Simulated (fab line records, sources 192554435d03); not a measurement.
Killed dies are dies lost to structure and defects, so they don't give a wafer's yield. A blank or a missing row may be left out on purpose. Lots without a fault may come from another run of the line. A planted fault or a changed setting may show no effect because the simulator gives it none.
Which tool did it? | flow n5_finfet | 10 lots, 28 wafers sampled, at 7 steps of a route of 1938

WHAT THE GAUGES READ, wafer by wafer
N5_BEOL_M0_RS_MEAS_126: measures by four-point-probe.
lot  | measured     | on            | M0_RS (ohm/sq)
L966 | day 6 13:11  | film_metro-02 | 0.506 0.517
L969 | day 7 03:34  | film_metro-01 | 0.527 0.513 0.569
L974 | day 8 14:56  | film_metro-01 | 92.907 99.777 93.074
L975 | day 8 19:56  | film_metro-02 | 86.824 91.754 97.384
L978 | day 9 09:49  | film_metro-02 | 0.531 0.530
L981 | day 10 02:26 | film_metro-01 | 0.536 0.503 0.521
L982 | day 10 10:04 | film_metro-01 | 0.499 0.517 0.553
L984 | day 11 00:27 | film_metro-01 | 0.602 0.519 0.533
L985 | day 11 05:53 | film_metro-02 | 0.535 0.520 0.507
L986 | day 11 22:29 | film_metro-02 | 0.512 0.517 0.501

N5_BEOL_M4_RC_MEAS_101.
lot  | measured     | on        | DIBL_N (mV/V)  | DIBL_P (mV/V)  | IOFF_N (nA/um) | IOFF_P (nA/um) | ION_N (uA/um) | ION_P (uA/um) | SS_N (mV/dec)  | SS_P (mV/dec)  | VT_N (mV)   | VT_P (mV)
L966 | day 8 05:43  | prober-01 | 34.7 38.8      | 34.3 37.2      | 0.14 0.21      | 0.18 0.21      | 698 670       | 476 459       | 71.2 73.5      | 72.8 73.6      | 254 247     | -251 -253
L969 | day 9 03:02  | prober-01 | 34.2 36.0 36.8 | 34.4 37.9 38.0 | 0.15 0.18 0.20 | 0.18 0.24 0.23 | 682 670 687   | 471 457 464   | 72.3 72.0 72.0 | 73.2 73.3 74.3 | 253 247 247 | -254 -249 -251
L978 | day 11 05:20 | prober-02 | 39.6 34.4      | 38.8 33.9      | 0.26 0.14      | 0.28 0.20      | 677 685       | 460 464       | 73.7 71.8      | 73.7 72.4      | 247 250     | -246 -251
L981 | day 12 02:47 | prober-01 | 37.0 34.2 37.5 | 37.8 33.9 38.3 | 0.19 0.13 0.19 | 0.24 0.19 0.25 | 702 650 671   | 482 451 465   | 72.2 71.8 72.0 | 73.1 72.7 74.7 | 250 252 248 | -248 -251 -247
L982 | day 12 09:40 | prober-01 | 40.8 38.5 39.0 | 40.6 36.9 38.1 | 0.23 0.18 0.19 | 0.29 0.24 0.25 | 690 655 664   | 470 457 460   | 72.2 71.7 71.6 | 74.2 73.8 73.0 | 244 249 249 | -247 -247 -247
L984 | day 13 02:38 | prober-01 | 34.4 42.0 38.8 | 32.8 42.2 37.2 | 0.13 0.33 0.20 | 0.20 0.38 0.25 | 667 704 686   | 465 485 470   | 71.4 73.0 72.1 | 72.4 74.2 74.1 | 251 238 248 | -249 -242 -247
L985 | day 13 06:29 | prober-02 | 39.4 37.3 37.4 | 38.3 34.9 36.5 | 0.23 0.18 0.18 | 0.24 0.19 0.20 | 708 685 693   | 470 465 467   | 72.3 71.6 72.1 | 74.6 72.8 73.8 | 244 248 247 | -249 -250 -251
L986 | day 13 17:25 | prober-01 | 39.4 34.4 39.7 | 39.4 34.4 40.4 | 0.22 0.12 0.23 | 0.25 0.18 0.28 | 683 672 697   | 457 465 474   | 72.8 71.4 72.3 | 74.8 73.1 74.5 | 244 251 241 | -249 -254 -249

WHICH TOOL RAN EACH LOT (tool, then ch and the chambers of the sampled wafers, then the start)
lot  | N5_BEOL_M0_PRE_CLEAN_113     | N5_BEOL_M0_SPUTTER_134       | N5_BEOL_M0_ECD_118             | N5_BEOL_M0_CMP_120            | N5_BEOL_M0_PRE_CLEAN_131
L966 | pvd_sputter-02, day 6 10:49  | pvd_sputter-03, day 6 11:59  | ecd_cu-01 ch 0, day 6 12:14    | cmp-04 ch 1,3, day 6 12:38    | cvd_co-01 ch 0,1, day 6 12:56
L969 | pvd_sputter-01, day 6 23:52  | pvd_sputter-01, day 7 02:24  | ecd_cu-01 ch 0,1, day 7 02:38  | cmp-01 ch 0,2,3, day 7 03:01  | cvd_co-01 ch 0,1,2, day 7 03:21
L974 | pvd_sputter-02, day 8 10:02  | pvd_sputter-03, day 8 13:45  | ecd_cu-01 ch 0,1, day 8 13:59  | cmp-01 ch 1,2,3, day 8 14:22  | cvd_co-02 ch 0,1,2, day 8 14:42
L975 | pvd_sputter-02, day 8 18:00  | pvd_sputter-03, day 8 18:46  | ecd_cu-01 ch 0,1, day 8 19:01  | cmp-04 ch 0,2,3, day 8 19:28  | cvd_co-01 ch 0,2, day 8 19:43
L978 | pvd_sputter-03, day 9 06:03  | pvd_sputter-03, day 9 06:54  | ecd_cu-01 ch 0,1, day 9 07:08  | cmp-04 ch 0,3, day 9 09:24    | cvd_co-01 ch 1,2, day 9 09:36
L981 | pvd_sputter-01, day 10 00:12 | pvd_sputter-01, day 10 01:11 | ecd_cu-01 ch 0,1, day 10 01:25 | cmp-01 ch 1,3, day 10 01:53   | cvd_co-02 ch 0,2, day 10 02:11
L982 | pvd_sputter-02, day 10 07:58 | pvd_sputter-02, day 10 08:48 | ecd_cu-01 ch 0,1, day 10 09:02 | cmp-03 ch 0,1,3, day 10 09:31 | cvd_co-02 ch 0,1,2, day 10 09:50
L984 | pvd_sputter-02, day 10 21:06 | pvd_sputter-03, day 10 23:17 | ecd_cu-02 ch 0,1, day 10 23:31 | cmp-01 ch 0,2,3, day 10 23:58 | cvd_co-02 ch 0,1,2, day 11 00:14
L985 | pvd_sputter-01, day 11 03:37 | pvd_sputter-01, day 11 04:29 | ecd_cu-01 ch 0,1, day 11 04:43 | cmp-03 ch 1,3, day 11 05:20   | cvd_co-01 ch 0,1,2, day 11 05:40
L986 | pvd_sputter-01, day 11 19:46 | pvd_sputter-02, day 11 20:38 | ecd_cu-02 ch 0,1, day 11 20:53 | cmp-04 ch 1,2, day 11 21:56   | cvd_co-02 ch 1,2, day 11 22:16
- N5_BEOL_M0_PRE_CLEAN_113: time 30 s.
- N5_BEOL_M0_SPUTTER_134: material Cu, target thk 4 nm, time 7.37 s.
- N5_BEOL_M0_ECD_118: material Cu, target thk 300 nm.
- N5_BEOL_M0_CMP_120: polishes, stops on SiOC, t overpolish 6.9 s.
- N5_BEOL_M0_PRE_CLEAN_131: time 15 s.

WHAT THE TOOLS THEMSELVES READ (means of the sampled wafers that have a number; where no wafer has one, the mark that the record gives instead)
N5_BEOL_M0_PRE_CLEAN_113.
lot  | tool           | heater_power_w (W)
L966 | pvd_sputter-02 | 362
L969 | pvd_sputter-01 | 342
L974 | pvd_sputter-02 | 352
L975 | pvd_sputter-02 | 336
L978 | pvd_sputter-03 | 302
L981 | pvd_sputter-01 | 339
L982 | pvd_sputter-02 | 329
L984 | pvd_sputter-02 | 329
L985 | pvd_sputter-01 | 357
L986 | pvd_sputter-01 | 333

N5_BEOL_M0_SPUTTER_134.
lot  | tool           | throttle_valve_pct (%)
L966 | pvd_sputter-03 | 30.0
L969 | pvd_sputter-01 | 30.1
L974 | pvd_sputter-03 | 30.0
L975 | pvd_sputter-03 | 30.2
L978 | pvd_sputter-03 | 29.6
L981 | pvd_sputter-01 | 29.6
L982 | pvd_sputter-02 | 30.1
L984 | pvd_sputter-03 | 29.8
L985 | pvd_sputter-01 | 30.2
L986 | pvd_sputter-02 | 30.2

N5_BEOL_M0_CMP_120.
lot  | tool   | clearing_platen_down_force_psi (psi) | edge_zone_pressure_frac | motor_current_A (A) | time_to_endpoint_s (s)
L966 | cmp-04 | 1.4979                               | 1.002                   | 6.3                 | 64
L969 | cmp-01 | 1.5020                               | 0.999                   | 6.1                 | 60
L974 | cmp-01 | 1.5013                               | 1.000                   | 5.4                 | 1
L975 | cmp-04 | 1.5022                               | 0.999                   | 6.2                 | 3
L978 | cmp-04 | 1.5019                               | 1.006                   | 6.3                 | 62
L981 | cmp-01 | 1.4982                               | 1.000                   | 5.8                 | 61
L982 | cmp-03 | 1.4991                               | 1.000                   | 6.9                 | 64
L984 | cmp-01 | 1.4996                               | 0.996                   | 5.9                 | 61
L985 | cmp-03 | 1.4983                               | 1.000                   | 6.9                 | 67
L986 | cmp-04 | 1.4982                               | 0.999                   | 6.0                 | 66

N5_BEOL_M0_PRE_CLEAN_131.
lot  | tool      | heater_power_w (W)
L966 | cvd_co-01 | 89
L969 | cvd_co-01 | 87
L974 | cvd_co-02 | 90
L975 | cvd_co-01 | 71
L978 | cvd_co-01 | 99
L981 | cvd_co-02 | 89
L982 | cvd_co-02 | 91
L984 | cvd_co-02 | 91
L985 | cvd_co-01 | 86
L986 | cvd_co-02 | 98

THE ANSWER, worked out from the rows above alone
Rule: what is usual is taken from the lots themselves. Put in order of their means at a reading, lots are off if they are a third of the lots or fewer, leave a main group of 4 or more, and stand apart from it by a gap of 3 or more times the standard deviation of the main group's means; of several such gaps the widest counts. A main group whose means are all the same, to the digits that the tables above print for the reading, isn't used. A lot without any number at a reading at which 4 lots or more have one is off too. The other lots that the step has rows for count as sound. The gauges are gone through in route order, then the tools' own readings, and for those a lot's mean is taken as printed above. The first step at which some lot is off is used, and at that step the reading that is off furthest; a lot without a number counts as furthest.
Off: L974, L975, at N5_BEOL_M0_RS_MEAS_126 (M0_RS). The main group: mean 0.525 ohm/sq, standard deviation 0.013.
A tool fits if, at a process step before that reading, it ran every lot that is off, and no sound lot after the first of them. The gauges at N5_BEOL_M0_RS_MEAS_126 aren't tried: what is off there is off at N5_BEOL_M0_CMP_120 too, on other tools, and a gauge's error can't cause that. None of those tried fits.

WHAT THE SIMULATOR HAD PUT IN
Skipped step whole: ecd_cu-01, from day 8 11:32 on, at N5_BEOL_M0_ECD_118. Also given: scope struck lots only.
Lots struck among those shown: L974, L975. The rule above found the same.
